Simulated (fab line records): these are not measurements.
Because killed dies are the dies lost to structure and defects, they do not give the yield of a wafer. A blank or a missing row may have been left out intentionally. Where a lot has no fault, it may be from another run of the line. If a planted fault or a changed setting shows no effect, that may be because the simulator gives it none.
Matching of chambers | flow nand_harc | NHARC_A_M0_DEP_32 on pecvd-02: 3 sister chambers
The step deposits SiCN, target thk 30 nm. 18 wafers are shown with their chamber, then 9 later ones without.

== EACH WAFER AND ITS CHAMBER ==
wafer  | chamber | heater_power_w (W)
L625.2 | 2       | 609
L625.3 | 1       | 498
L625.4 | 2       | 606
L623.3 | 2       | 494
L623.5 | 0       | 445
L623.6 | 2       | 507
L624.1 | 0       | 513
L624.2 | 2       | 594
L624.5 | 0       | 502
L630.1 | 0       | 456
L630.3 | 2       | 528
L630.6 | 0       | 462
L629.1 | 2       | 579
L629.3 | 0       | 506
L629.6 | 1       | 585
L634.1 | 0       | 434
L634.3 | 2       | 616
L634.5 | 1       | 561

SIGNATURES (means of the wafers above)
reading        | chamber 0 | chamber 1 | chamber 2 | scatter within a chamber
heater_power_w | 474.00    | 548.00    | 566.62    | 42.6
Rule: for each reading, subtract the chamber's mean from the wafer's reading, divide by that reading's scatter and square the result; add these up over the readings and take the root, which gives the wafer's distance from the chamber. The wafer belongs to the nearest chamber; if the next one is less than 2 further off, it can't be placed. The scatter: take each reading less its chamber's mean, square it, sum over the shown wafers, divide by the number of wafers less the number of chambers, and take the root.

== WAFERS WITHOUT THEIR CHAMBER ==
wafer  | heater_power_w (W)
L633.1 | 510
L633.2 | 557
L633.4 | 546
L636.1 | 475
L636.3 | 587
L636.5 | 477
L644.2 | 614
L644.3 | 514
L644.4 | 411

== CHAMBER TAKEN BY EACH ==
wafer  | from the rows above          | in truth
L633.1 | can't be placed: 0 or 1 or 2 | 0
L633.2 | can't be placed: 1 or 2 or 0 | 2
L633.4 | can't be placed: 1 or 2 or 0 | 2
L636.1 | can't be placed: 0 or 1      | 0
L636.3 | can't be placed: 2 or 1      | 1
L636.5 | can't be placed: 0 or 1      | 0
L644.2 | can't be placed: 2 or 1      | 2
L644.3 | can't be placed: 1 or 0 or 2 | 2
L644.4 | can't be placed: 0 or 1      | 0
Correctly placed: 0 of 9. These rows do not allow placing 9 (true chamber among the candidates in 9). Placed wrongly: 0.
